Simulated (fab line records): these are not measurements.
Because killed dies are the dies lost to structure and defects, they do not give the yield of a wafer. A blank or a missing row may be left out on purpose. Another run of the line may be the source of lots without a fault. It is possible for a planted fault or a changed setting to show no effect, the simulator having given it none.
Chamber matching || flow n5-finfet || N5_MOL_CONTACT_COAG_CMP_28 on cmp-04: 4 sister chambers
The step polishes, stops on SiNx, t overpolish 0.85 s, target thk 14.522 nm. 8 wafers are shown with their chamber, then 9 later ones without.

## EACH WAFER AND ITS CHAMBER
{"wafer": "L083.3", "chamber": 3, "motor-current-A (A)": 12.3, "time-to-endpoint-s (s)": 5.3}
{"wafer": "L083.5", "chamber": 0, "motor-current-A (A)": 11.5, "time-to-endpoint-s (s)": 6.6}
{"wafer": "L086.1", "chamber": 2, "motor-current-A (A)": 13.5, "time-to-endpoint-s (s)": 3.2}
{"wafer": "L086.4", "chamber": 0, "motor-current-A (A)": 12.3, "time-to-endpoint-s (s)": 6.3}
{"wafer": "L086.5", "chamber": 1, "motor-current-A (A)": 12.6, "time-to-endpoint-s (s)": 3.8}
{"wafer": "L088.1", "chamber": 2, "motor-current-A (A)": 13.4, "time-to-endpoint-s (s)": 1.1}
{"wafer": "L088.2", "chamber": 3, "motor-current-A (A)": 11.9, "time-to-endpoint-s (s)": 4.5}
{"wafer": "L088.5", "chamber": 1, "motor-current-A (A)": 12.9, "time-to-endpoint-s (s)": 2.5}

## WAFERS MISSING THEIR CHAMBER
{"wafer": "L091.3", "motor-current-A (A)": 13.9, "time-to-endpoint-s (s)": 4.5}
{"wafer": "L091.4", "motor-current-A (A)": 11.9, "time-to-endpoint-s (s)": 3.8}
{"wafer": "L091.5", "motor-current-A (A)": 13.3, "time-to-endpoint-s (s)": 1.5}
{"wafer": "L095.2", "motor-current-A (A)": 12.5, "time-to-endpoint-s (s)": 3.4}
{"wafer": "L095.5", "motor-current-A (A)": 15.2, "time-to-endpoint-s (s)": 1.9}
{"wafer": "L095.6", "motor-current-A (A)": 11.7, "time-to-endpoint-s (s)": 1.2}
{"wafer": "L096.1", "motor-current-A (A)": 14.0, "time-to-endpoint-s (s)": 3.3}
{"wafer": "L096.2", "motor-current-A (A)": 11.8, "time-to-endpoint-s (s)": 4.7}
{"wafer": "L096.3", "motor-current-A (A)": 12.4, "time-to-endpoint-s (s)": 2.6}

## WHICH CHAMBER EACH ONE RAN IN
{"wafer": "L091.3", "from the rows above": "can't be placed: 2 or 1", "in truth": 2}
{"wafer": "L091.4", "from the rows above": "can't be placed: 3 or 1 or 0", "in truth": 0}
{"wafer": "L091.5", "from the rows above": "can't be placed: 2 or 1", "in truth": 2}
{"wafer": "L095.2", "from the rows above": "can't be placed: 1 or 3", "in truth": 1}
{"wafer": "L095.5", "from the rows above": 2, "in truth": 2}
{"wafer": "L095.6", "from the rows above": "can't be placed: 1 or 3 or 2 or 0", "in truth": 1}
{"wafer": "L096.1", "from the rows above": "can't be placed: 2 or 1", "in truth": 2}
{"wafer": "L096.2", "from the rows above": "can't be placed: 3 or 0", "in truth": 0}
{"wafer": "L096.3", "from the rows above": "can't be placed: 1 or 3 or 2", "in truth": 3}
1 of 9 placed correctly. These rows do not allow placing 8 (true chamber among the candidates in 8). 0 placed wrongly.
How it was worked out, from the rows above alone: a wafer's distance from a chamber is the root of the sum, over the readings, of the square of ((its reading less the chamber's mean) divided by the reading's scatter). The wafer belongs to the nearest chamber; if the next one is less than 2 further off, it can't be placed. A chamber's mean is the mean of its shown wafers. The scatter: the root of (the sum of the squares of (reading less its chamber's mean) over the shown wafers, divided by (wafers less chambers)).
